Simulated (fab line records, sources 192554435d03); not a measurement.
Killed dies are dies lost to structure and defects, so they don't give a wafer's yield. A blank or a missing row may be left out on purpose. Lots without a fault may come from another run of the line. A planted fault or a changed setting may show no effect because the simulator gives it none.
Chamber matching | flow n5_finfet | N5_BEOL_M0_SAQP_ALD_48 on ald_sin-02: 3 sister chambers
The step deposits SiO2, target thk 20 nm, pulse time 1 s, co reactant pulse time 1 s. 14 wafers are shown with their chamber, then 4 later ones without.

WAFERS WITH THEIR CHAMBER
wafer  | chamber | heater_power_w (W) | precursor_pulse_height_rel
L074.2 | 3       | 72                 | 0.988
L074.3 | 1       | 86                 | 0.990
L074.5 | 3       | 73                 | 0.993
L075.2 | 1       | 87                 | 1.005
L075.4 | 2       | 68                 | 1.001
L075.6 | 2       | 69                 | 0.973
L077.1 | 1       | 87                 | 1.026
L077.2 | 3       | 73                 | 1.003
L077.3 | 2       | 73                 | 1.007
L080.4 | 1       | 85                 | 1.005
L080.5 | 3       | 73                 | 1.016
L080.6 | 2       | 72                 | 0.969
L087.1 | 3       | 73                 | 0.995
L087.2 | 1       | 89                 | 1.016

SIGNATURES (means of the wafers above)
reading                    | chamber 1 | chamber 2 | chamber 3 | scatter within a chamber
heater_power_w             | 86.80     | 70.50     | 72.80     | 1.56
precursor_pulse_height_rel | 1.00840   | 0.98750   | 0.99900   | 0.0145
Rule: a wafer's distance from a chamber is the root of the sum, over the readings, of the square of ((its reading less the chamber's mean) divided by the reading's scatter). The wafer belongs to the nearest chamber; if the next one is less than 2 further off, it can't be placed. The scatter: the root of (the sum of the squares of (reading less its chamber's mean) over the shown wafers, divided by (wafers less chambers)).

WAFERS WITHOUT THEIR CHAMBER
wafer  | heater_power_w (W) | precursor_pulse_height_rel
L089.1 | 66                 | 1.014
L089.6 | 91                 | 0.993
L095.3 | 92                 | 0.990
L095.5 | 90                 | 1.008

WHICH CHAMBER EACH WENT THROUGH
wafer  | from the rows above     | in truth
L089.1 | can't be placed: 2 or 3 | 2
L089.6 | 1                       | 1
L095.3 | 1                       | 1
L095.5 | 1                       | 1
Placed correctly: 3 of 4. Can't be placed from these rows: 1 (the true chamber is among the candidates in 1). Placed wrongly: 0.
